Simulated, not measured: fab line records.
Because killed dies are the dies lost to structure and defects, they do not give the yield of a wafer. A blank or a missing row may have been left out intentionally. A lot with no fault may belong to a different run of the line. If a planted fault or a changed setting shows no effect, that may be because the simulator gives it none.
Comparing a struck lot with a sound one || flow nand harc || 18 out of 1302 route steps
Sound: these wafers, L474.2, L474.4, L474.6. Struck: wafer L473.4 (L473.1, L473.5, from the same lot, were not struck and are left out); the cause is given at the end.
Per side, at each step with rows, come the tool, then ch with its chambers, and then its first start. Under that, the readings that differ: sound wafers || struck wafers || difference of the means || sigmas: that difference in standard deviations of wafers without a fault.
alike: readings whose means differ by less than 2 such deviations, and words and numbers that are the same on both sides. not compared: withheld readings, readings that some wafer has no value for, bounds like >300 that may hide the same value, and numbers for which the record gives no deviation and whose values overlap.
A row with sigmas, a row that says differs or no value, or rows on one side alone: a step with any of these is where the two part. Numbers that have no deviation but don't overlap get no sigmas and don't part them. Lack of a reading on every wafer of one side parts them only where that side has two or more wafers.

NHARC_A_SGD_CUT_CD_MEAS_09: the cd target is 100 nm.
  sound on cd sem-01 ch 0, day 25 16:49; struck on cd sem-01 ch 0, day 25 00:17
  alike: cd nm
NHARC_A_SGD_CUT_OVL_MEAS_10:
  sound on overlay-01, day 25 16:55; struck on overlay-01, day 25 00:23
  alike: overlay x nm, overlay y nm
NHARC_A_SGD_CUT_INSPECT_11:
  sound on defect inspect-02, day 25 16:57; struck on defect inspect-02, day 25 00:25
  alike: raw defect count
then, 1 step without rows for these wafers: NHARC_A_SGD_CUT_DESCUM_14 (chemistry O2, time 3 s).
NHARC_A_SGD_CUT_ETCH_58: etches the open film in CF4, target depth 39 nm, time 65 s.
  sound on rie diel-06 ch 0,3, day 25 17:08; struck on rie diel-08 ch 0, day 25 00:36
{"reading": "throttle valve pct (%)", "sound": "13.276 13.281 13.267", "struck": 13.301, "difference": "+0.026", "sigmas": "+3"}
  alike: drypump motor current A, oes product au, rf vpp V, showerhead plenum p Torr
  not compared: rf hours counter h
NHARC_A_SGD_CUT_ETCH_59: etches the open film in N2/H2, target depth 260 nm, time 406.25 s.
  sound on rie diel-06 ch 2,3; struck on rie diel-08 ch 0
{"reading": "throttle valve pct (%)", "sound": "14.181 14.167 14.181", "struck": 14.155, "difference": -0.021, "sigmas": -2}
  alike: drypump motor current A, oes product au, rf vpp V, showerhead plenum p Torr
  not compared: rf hours counter h
NHARC_A_SGD_CUT_ETCH_15: etches the open film in CH3F/O2, target depth 75 nm, time 64.3 s.
  sound on rie diel-06 ch 0,2; struck on rie diel-08 ch 0
{"reading": "oes product au (a.u.)", "sound": "0.920 0.922 0.930", "struck": 0.974, "difference": "+0.050", "sigmas": "+3"}
{"reading": "throttle valve pct (%)", "sound": "20.679 20.661 20.666", "struck": 20.651, "difference": -0.018, "sigmas": -2}
  alike: drypump motor current A, o2 flow sccm, rf vpp V, showerhead plenum p Torr
  not compared: rf hours counter h
NHARC_A_SGD_CUT_ETCH_16: etches the open film in C4F8/O2/Ar, target depth 310.5 nm, time 155.2 s.
  sound on rie diel-06 ch 0,3; struck on rie diel-08 ch 3
  alike: oes product au, rf vpp V
  not compared: rf hours counter h
then, 1 step without rows for these wafers: NHARC_A_SGD_CUT_STRIP_60 (strips in C4F8/O2/Ar).
NHARC_A_SGD_CUT_STRIP_17: strips in O2.
  sound on rie diel-06 ch 0,2; struck on rie diel-08 ch 1
{"reading": "rf vpp V (V)", "sound": "57.8 57.7 57.1", "struck": 60.1, "difference": "+2.6", "sigmas": "+3"}
  alike: drypump motor current A, o2 flow sccm, oes product au, showerhead plenum p Torr, throttle valve pct
  not compared: rf hours counter h
then, 2 steps without rows for these wafers: NHARC_A_SGD_CUT_PRECLEAN_18 (cleans in SC1); NHARC_A_SGD_CUT_SRD_19.
NHARC_A_SGD_CUT_DEP_20: deposits SiO2, target thk 150 nm.
  sound on fcvd-02 ch 0,1, day 25 18:17; struck on fcvd-01 ch 0, day 25 01:47
  alike: susceptor temp C
then, 1 step without rows for these wafers: NHARC_A_SGD_CUT_ANNEAL_27 (time 1800 s).
NHARC_A_SGD_CUT_CMP_21: polishes, target thk 148.19 nm.
  sound on cmp-01 ch 2,3, day 25 22:55; struck on cmp-02 ch 2, day 25 07:42
{"reading": "time to endpoint s (s)", "sound": "44.6 43.9 48.7", "struck": 21.5, "difference": -24.2, "sigmas": -11}
  alike: motor current A, slurry filter dp kPa
NHARC_A_SGD_CUT_THK_MEAS_22: measures by ellipsometry.
  sound on film metro-02, day 25 23:11; struck on film metro-02, day 25 07:58
{"reading": "thk nm (nm)", "sound": "148.5 149.1 149.3", "struck": 76.8, "difference": -72.2, "sigmas": -56}
after that, 1 step had no rows for these wafers: NHARC_A_SGD_CUT_SRD_23.
-- record jumps: 5 days between struck wafers' starts before vs after; left off in module A_SGD_CUT, resumes in module END, first step shown is number 1302 of the route --
NHARC_END_SORT_01:
  the record has rows for the struck wafers here (prober-01 ch 0, day 30 12:10) and none for the sound ones

== WHERE THEY PART ==
Earliest at NHARC_A_SGD_CUT_ETCH_58; latest, in this record, at NHARC_END_SORT_01.

WHY: what the simulator had put in
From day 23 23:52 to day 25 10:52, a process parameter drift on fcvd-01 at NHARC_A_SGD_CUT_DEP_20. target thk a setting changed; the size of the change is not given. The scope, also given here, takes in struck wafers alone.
